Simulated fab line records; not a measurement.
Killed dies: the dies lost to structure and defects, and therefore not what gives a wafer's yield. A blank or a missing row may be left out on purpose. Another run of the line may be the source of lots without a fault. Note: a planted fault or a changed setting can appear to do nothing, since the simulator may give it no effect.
Chamber matching :: flow n5Finfet :: N5_SDB_HM_DEP_00 on pecvd-04: 3 sister chambers
The step deposits SiNx from SiH4/NH3/N2, target thk 40 nm, time 35.3 s. 3 wafers are shown with their chamber, then 7 later ones without.

## WAFERS, EACH WITH ITS CHAMBER
wafer: L086.4
chamber: 2
throttleValvePct (%): 36.3

wafer: L093.1
chamber: 0
throttleValvePct (%): 42.5

wafer: L093.2
chamber: 1
throttleValvePct (%): 45.8

## WAFERS WITHOUT THEIR CHAMBER
wafer: L093.6
throttleValvePct (%): 46.0

wafer: L095.1
throttleValvePct (%): 36.2

wafer: L095.3
throttleValvePct (%): 42.0

wafer: L095.5
throttleValvePct (%): 45.5

wafer: L097.1
throttleValvePct (%): 46.0

wafer: L097.2
throttleValvePct (%): 36.6

wafer: L097.4
throttleValvePct (%): 36.7

## EACH ONE'S CHAMBER
wafer: L093.6
from the rows above: 1
in truth: 1

wafer: L095.1
from the rows above: 2
in truth: 2

wafer: L095.3
from the rows above: 0
in truth: 0

wafer: L095.5
from the rows above: 1
in truth: 1

wafer: L097.1
from the rows above: 1
in truth: 1

wafer: L097.2
from the rows above: 2
in truth: 2

wafer: L097.4
from the rows above: 2
in truth: 2
Correct placement for 7 of the 7. Can't be placed from these rows: 0. Wrongly placed: 0.
How it was worked out, from the rows above alone: a wafer's distance from a chamber is the root of the sum, over the readings, of the square of ((its reading less the chamber's mean) divided by the reading's scatter). The wafer belongs to the nearest chamber; if the next one is less than 2 further off, it can't be placed. Each chamber's mean is taken over the wafers shown for it. The scatter: with one shown wafer a chamber, the root of the mean of the squares of how far each hidden wafer lies from its nearest shown one.
